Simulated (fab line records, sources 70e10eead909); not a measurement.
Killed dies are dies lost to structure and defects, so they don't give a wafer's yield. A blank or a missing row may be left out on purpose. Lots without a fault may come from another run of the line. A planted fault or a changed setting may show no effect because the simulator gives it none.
Chamber matching | flow nand_harc | NHARC_P_CONTACT_CMP_24 on cmp-04: 4 sister chambers
The step polishes, t overpolish 30 s, target thk 200 nm. 20 wafers are shown with their chamber, then 10 later ones without.

WAFERS WITH THEIR CHAMBER
wafer  | chamber | motor_current_A (A) | time_to_endpoint_s (s) | retaining_ring_pressure_frac
L074.4 | 2       | 10.2                | 42                     | 0.992
L074.5 | 0       | 12.5                | 41                     | 1.000
L074.6 | 1       | 12.3                | 50                     | 0.998
L076.2 | 0       | 11.9                | 43                     | 1.000
L076.4 | 3       | 12.3                | 42                     | 0.998
L076.6 | 2       | 10.7                | 44                     | 0.996
L079.2 | 1       | 11.8                | 46                     | 1.014
L079.4 | 0       | 12.3                | 41                     | 1.004
L079.6 | 1       | 11.5                | 46                     | 1.017
L082.1 | 2       | 9.8                 | 40                     | 1.001
L082.4 | 1       | 11.8                | 46                     | 1.004
L082.6 | 3       | 12.9                | 43                     | 0.995
L086.1 | 0       | 12.2                | 44                     | 1.001
L086.5 | 3       | 12.4                | 44                     | 1.003
L086.6 | 0       | 12.8                | 41                     | 1.001
L087.1 | 0       | 12.0                | 39                     | 0.996
L087.3 | 2       | 9.8                 | 38                     | 0.996
L087.5 | 0       | 12.5                | 40                     | 0.998
L090.1 | 0       | 12.3                | 39                     | 0.993
L090.4 | 3       | 12.7                | 40                     | 1.000

SIGNATURES (means of the wafers above)
reading                      | chamber 0 | chamber 1 | chamber 2 | chamber 3 | scatter within a chamber
motor_current_A              | 12.312    | 11.850    | 10.125    | 12.575    | 0.325
time_to_endpoint_s           | 41.00     | 47.00     | 41.00     | 42.25     | 1.98
retaining_ring_pressure_frac | 0.99912   | 1.00825   | 0.99625   | 0.99900   | 0.00493
Rule: a wafer's distance from a chamber is the root of the sum, over the readings, of the square of ((its reading less the chamber's mean) divided by the reading's scatter). The wafer belongs to the nearest chamber; if the next one is less than 2 further off, it can't be placed. The scatter: the root of (the sum of the squares of (reading less its chamber's mean) over the shown wafers, divided by (wafers less chambers)).

WAFERS WITHOUT THEIR CHAMBER
wafer  | motor_current_A (A) | time_to_endpoint_s (s) | retaining_ring_pressure_frac
L090.5 | 12.4                | 40                     | 0.999
L094.1 | 12.4                | 40                     | 1.003
L094.4 | 10.0                | 39                     | 1.006
L094.5 | 10.3                | 38                     | 1.003
L095.1 | 12.9                | 38                     | 0.998
L095.3 | 12.1                | 43                     | 0.988
L095.4 | 12.6                | 35                     | 0.997
L097.2 | 10.3                | 39                     | 0.995
L097.4 | 12.5                | 41                     | 1.005
L097.5 | 12.4                | 39                     | 1.003

WHICH CHAMBER EACH WENT THROUGH
wafer  | from the rows above     | in truth
L090.5 | can't be placed: 0 or 3 | 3
L094.1 | can't be placed: 0 or 3 | 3
L094.4 | 2                       | 2
L094.5 | 2                       | 2
L095.1 | can't be placed: 0 or 3 | 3
L095.3 | can't be placed: 0 or 3 | 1
L095.4 | can't be placed: 0 or 3 | 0
L097.2 | 2                       | 2
L097.4 | can't be placed: 0 or 3 | 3
L097.5 | can't be placed: 0 or 3 | 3
Placed correctly: 3 of 10. Can't be placed from these rows: 7 (the true chamber is among the candidates in 6). Placed wrongly: 0.
